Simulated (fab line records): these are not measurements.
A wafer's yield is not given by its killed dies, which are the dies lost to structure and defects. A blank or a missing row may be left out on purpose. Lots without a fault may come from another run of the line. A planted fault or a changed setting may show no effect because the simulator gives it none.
fab line records ; flow nand_harc
record: lots: 6; wafers: 18; last_day: 33
route steps=1302 shown A_STAIRCASE@884 A_SGD_CUT@890
lots that met no fault: from a run of the same line without faults
start_h: the number of hours between the record's first day and the start of the first shown wafer of the lot ; wait_h: time in hours since the lot's previous step ; " unchanged from the row above ; L1.1+2: a single row standing in for several wafers ; - no value present, or no start provided ; * or withheld: withheld ; < > ~ a bound
route shown NAME@n: NAME is a module with steps in the file, n the number in the route of the first one ; usual: mean/standard deviation taken from wafers without a fault ; same: alike in all rows ; chamber/n: place in a boat ; sites: each site's reading ; _std_site: standard deviation across them ; _edge_site: outer sites' mean less inner sites' ; radius_mm: how far each site lies from the wafer's centre ; mask NAME#n: copy n ; behind: the tool/chamber that last shaped the wafer ; hold: why the lot was held/for how many hours/how that ended ; device: the n, p or np transistor that did not switch ; end of line: at the end of the route, the tests of the same wafers ; for a step that has no rows: nothing shown but its recipe ; killed: not the wafer's yield, but the dies lost to structure and defects at the first sort ; map: the dies of a wafer, with x for killed, . for not killed, _ for no die there
set.NAME: setting as actually run; set.NAME@STEP: the setting as run at that earlier step ; model.NAME: the simulator's own value behind a step, which no gauge read
lots seen at some steps along the route; tables by step, rows by wafer
services: a tool's chamber out of use, with start hour (start_h, from the record's first day; less than 0 if before it), hours out, and reason
== steps ==
step: NHARC_A_STAIRCASE_STRIP_475
recipe: time_s: 20; o2_flow_sccm: 500; ar_flow_sccm: 0; bias_w: 0; chemistry: O2
usual: chamber_pressure_mTorr: 60.00/0.053; drypump_motor_current_A: 6.1/0.42; mfc_ar_sccm: 0.004/0.0054; oes_product_au: 0.997/0.0063; rf_vpp_V: 57.8/0.87; showerhead_plenum_p_Torr: 3.52/0.15; throttle_valve_pct: 17.036/0.0097
lot.wafer;tool;chamber;start_h;wait_h;chamber_pressure_mTorr;drypump_motor_current_A;mfc_ar_sccm;oes_product_au;rf_hours_counter_h;rf_vpp_V;showerhead_plenum_p_Torr;throttle_valve_pct
L655.2;rie_diel-13;1;-;-;60.05;6.5;0.011;0.999;28;57.6;3.28;17.046
L655.4;rie_diel-13;3;-;-;59.98;6.6;0;0.988;44;58.9;3.37;17.045
L655.6;rie_diel-13;0;-;-;60.06;6.0;0;0.985;-;57.7;3.54;17.044
L661.2;rie_diel-03;2;-;-;60.03;5.0;0.008;0.995;6;56.4;3.44;17.018
L661.4;rie_diel-03;0;-;-;59.98;6.0;0;1.006;12;59.4;3.51;17.041
L661.5;rie_diel-03;2;-;-;60.02;5.0;0.008;0.994;-;57.9;3.44;17.046
L665.1;rie_diel-13;0;553.05;0.2;59.95;6.0;0;1.005;10;59.1;3.53;17.039
L665.3;rie_diel-13;2;553.05;0.2;60.03;6.0;0.013;1.004;10;58.2;3.52;17.027
L665.6;rie_diel-13;3;553.05;0.2;60.06;6.6;0;0.993;-;56.9;3.36;17.039
L668.2;rie_diel-13;2;-;-;59.92;6.0;0.013;0.994;23;57.3;3.51;17.028
L668.3;rie_diel-13;0;-;-;59.97;6.0;0;0.996;27;59.2;3.52;17.032
L668.1;rie_diel-13;1;-;-;60.04;6.4;0.011;1.001;22;58.7;3.80;17.034
L671.1;rie_diel-13;2;-;-;59.98;6.0;0.013;0.997;27;58.7;3.51;17.038
L671.2;rie_diel-13;3;-;-;59.95;6.6;0;0.986;28;55.7;3.35;17.029
L671.4;rie_diel-13;1;-;-;59.98;6.4;0.011;1.002;26;59.2;3.79;17.045
L676.4;rie_diel-13;3;-;-;59.91;6.6;0;0.997;44;57.7;3.34;17.048
L676.1;rie_diel-13;0;-;-;60.05;6.0;0;1.004;47;58.6;3.51;17.044
L676.6;rie_diel-13;3;-;-;60.09;6.6;0;0.991;-;57.3;3.34;17.048
step: NHARC_A_STAIRCASE_DEP_471
recipe: target_thk_a: 1000; temp_c: 400; pressure_torr: 6.5; rf_w: 900; teos_flow_sccm: 161.4; flow_sccm: 2650; target_thk_nm: 100; gas: O2; material: SiO2
usual: heater_power_w: 576/130; throttle_valve_pct: 16.1/0.53
lot.wafer;tool;chamber;start_h;wait_h;heater_power_w;throttle_valve_pct
L655.2;pecvd-04;2;468.37;-;595;15.4
L655.6;pecvd-04;0;468.37;-;565;16.5
L655.4;pecvd-04;1;468.37;-;353;15.5
L661.2;pecvd-04;2;511.10;-;595;15.3
L661.4;pecvd-04;2;511.10;-;602;15.4
L661.5;pecvd-04;1;511.10;-;315;15.5
L665.3;pecvd-01;0;553.14;-;779;16.7
L665.1;pecvd-01;2;553.14;-;498;16.3
L665.6;pecvd-01;1;553.14;-;737;16.5
L668.3;pecvd-03;1;596.51;-;490;15.2
L668.1;pecvd-03;2;596.51;-;599;16.2
L668.2;pecvd-03;0;596.51;-;693;15.7
L671.1;pecvd-04;1;604.98;-;339;15.5
L671.2;pecvd-04;2;604.98;-;498;15.8
L671.4;pecvd-04;1;604.98;-;349;15.5
L676.1;pecvd-03;2;655.57;-;676;16.7
L676.6;pecvd-03;0;655.57;-;633;15.3
L676.4;pecvd-03;2;655.57;-;690;16.4
step: NHARC_A_STAIRCASE_CMP_472
recipe: material: SiO2
usual: motor_current_A: 12.2/1.5
lot.wafer;tool;chamber;start_h;wait_h;motor_current_A
L655.4;cmp-02;3;468.59;0.1;12.2
L655.2;cmp-02;2;468.59;0.1;12.2
L655.6;cmp-02;0;468.59;0.1;9.1
L661.4;cmp-04;2;511.40;0.2;11.9
L661.2;cmp-04;0;511.40;0.2;12.5
L661.5;cmp-04;2;511.40;0.2;12.5
L665.1;cmp-03;2;553.44;0.2;11.5
L665.3;cmp-03;3;553.44;0.2;15.6
L665.6;cmp-03;1;553.44;0.2;13.7
L668.2;cmp-02;0;596.79;0.2;8.8
L668.3;cmp-02;1;596.79;0.2;12.7
L668.1;cmp-02;3;596.79;0.2;11.8
L671.4;cmp-04;2;605.25;0.2;11.7
L671.2;cmp-04;3;605.25;0.2;12.9
L671.1;cmp-04;1;605.25;0.2;11.3
L676.1;cmp-04;2;655.81;0.2;12.2
L676.4;cmp-04;0;655.81;0.2;13.0
L676.6;cmp-04;1;655.81;0.2;11.6
step: NHARC_A_STAIRCASE_SRD_474
step: NHARC_A_STAIRCASE_INSPECT_155
usual: raw_defect_count: 421/130
lot.wafer;tool;chamber;start_h;wait_h;raw_defect_count
L655.2;defect_inspect-01;-;468.95;0.1;311
L655.4;defect_inspect-01;-;468.95;0.1;391
L655.6;defect_inspect-01;-;468.95;0.1;420
L661.2;defect_inspect-02;-;511.72;0.1;506
L661.4;defect_inspect-02;-;511.72;0.1;760
L661.5;defect_inspect-02;-;511.72;0.1;840
L665.1;defect_inspect-01;-;553.76;0.1;371
L665.3;defect_inspect-01;-;553.76;0.1;373
L665.6;defect_inspect-01;-;553.76;0.1;375
L668.1;defect_inspect-01;-;597.13;0.1;492
L668.2;defect_inspect-01;-;597.13;0.1;443
L668.3;defect_inspect-01;-;597.13;0.1;527
L671.1;defect_inspect-02;-;605.59;0.1;433
L671.2;defect_inspect-02;-;605.59;0.1;287
L671.4;defect_inspect-02;-;605.59;0.1;328
L676.1;defect_inspect-02;-;656.12;0.1;389
L676.4;defect_inspect-02;-;656.12;0.1;259
L676.6;defect_inspect-02;-;656.12;0.1;251
step: NHARC_A_SGD_CUT_DEP_00
recipe: target_thk_a: 500; temp_c: 400; target_thk_nm: 50; flow_sccm: 200; rf_w: 450; material: SiNx
usual: heater_power_w: 717/120
lot.wafer;tool;chamber;start_h;wait_h;heater_power_w
L655.2;pecvd-03;2;469.08;0.1;890
L655.4;pecvd-03;1;469.08;0.1;584
L655.6;pecvd-03;2;469.08;0.1;944
L661.2;pecvd-04;2;511.84;0.1;792
L661.4;pecvd-04;0;511.84;0.1;640
L661.5;pecvd-04;1;511.84;0.1;464
L665.3;pecvd-02;2;553.85;0.1;719
L665.1;pecvd-02;0;553.85;0.1;646
L665.6;pecvd-02;0;553.85;0.1;665
L668.2;pecvd-04;2;597.20;0.1;795
L668.1;pecvd-04;0;597.20;0.1;636
L668.3;pecvd-04;1;597.20;0.1;500
L671.1;pecvd-02;1;605.66;0.1;868
L671.2;pecvd-02;2;605.66;0.1;744
L671.4;pecvd-02;2;605.66;0.1;735
L676.1;pecvd-04;1;656.19;0.1;476
L676.6;pecvd-04;1;656.19;0.1;467
L676.4;pecvd-04;2;656.19;0.1;750
step: NHARC_A_SGD_CUT_DEHYDRATE_01
recipe: temp_c: 150; time_s: 120
step: NHARC_A_SGD_CUT_HMDS_02
recipe: time_s: 30
step: NHARC_A_SGD_CUT_COAT_56
recipe: temp_c: 260; time_s: 75
step: NHARC_A_SGD_CUT_COAT_57
recipe: temp_c: 225; time_s: 65
step: NHARC_A_SGD_CUT_COAT_03
recipe: spin_rpm: 1500; resist_thk_nm: 90
step: NHARC_A_SGD_CUT_SOFTBAKE_04
recipe: temp_c: 105; time_s: 55
usual: heater_power_total_W: 188.44/0.13
lot.wafer;tool;chamber;start_h;wait_h;heater_power_total_W
L655.2;litho_track-01;0;469;-;188.45
L655.4;litho_track-01;0;469;-;188.31
L655.6;litho_track-01;0;469;-;188.51
L661.2;litho_track-06;0;512;-;188.39
L661.4;litho_track-06;0;512;-;188.31
L661.5;litho_track-06;0;512;-;188.36
L665.1;litho_track-06;0;554;-;188.31
L665.3;litho_track-06;0;554;-;188.35
L665.6;litho_track-06;0;554;-;188.35
L668.1;litho_track-01;0;597;-;185.15
L668.2;litho_track-01;0;597;-;185.33
L668.3;litho_track-01;0;597;-;185.19
L671.1;litho_track-01;0;606;-;185.21
L671.2;litho_track-01;0;606;-;185.20
L671.4;litho_track-01;0;606;-;185.27
L676.1;litho_track-06;0;656;-;188.32
L676.4;litho_track-06;0;656;-;188.71
L676.6;litho_track-06;0;656;-;188.30
step: NHARC_A_SGD_CUT_EBR_05
== services ==
tool;chamber;start_h;hours;kind
rie_diel-13;1;448.55;5.9;repair
pecvd-04;-;450.45;13.0;pm
rie_diel-03;-;458.33;9.0;pm
cmp-03;-;458.38;4.0;pm
cmp-02;-;481.09;1.1;repair
pecvd-01;-;492.26;13.0;pm
cmp-02;-;493.86;0.8;repair
cmp-03;-;493.98;1.4;repair
cmp-02;-;494.81;1.1;repair
cmp-04;-;503.00;4.0;pm
litho_track-01;-;505.00;7.0;pm
pecvd-03;2;505.17;1.9;repair
cmp-03;-;505.33;0.3;repair
rie_diel-13;-;519.08;9.0;pm
cmp-02;-;526.50;4.0;pm
litho_track-06;-;529.00;7.0;pm
pecvd-03;-;547.00;13.0;pm
pecvd-02;-;570.63;5.4;repair
cmp-04;-;573.13;3.6;repair
pecvd-02;-;589.08;13.0;pm
cmp-04;-;601.00;4.0;pm
cmp-02;-;624.50;4.0;pm
pecvd-04;-;631.45;13.0;pm
cmp-04;-;641.50;5.7;repair
== key ==
first_sign: step: NHARC_A_SGD_CUT_SOFTBAKE_04; reading: heater_power_total_W; direction: down; sigmas: 25; usual: *; struck: *
effect none on later readings
met_at NHARC_A_SGD_CUT_SOFTBAKE_04
struck_wafers L668.1,L668.2,L668.3,L671.1,L671.2,L671.4
tester_left_out L668,L671
onset_between 469 597
fault: kind: process_parameter_drift; tool: litho_track-01; chamber: -; onset_h: 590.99; steps: NHARC_A_SGD_CUT_SOFTBAKE_04; channel: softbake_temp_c; offset: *; shape: step; end_h: 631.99; acts_in: *; stated: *
tester_left_out: of these lots the tester's yield and bins aren't shown, on N5 and GAA mostly nor the transistor test; their killed dies are dies lost to structure and defects alone, not to doping, threshold or leakage, so they don't give the yield
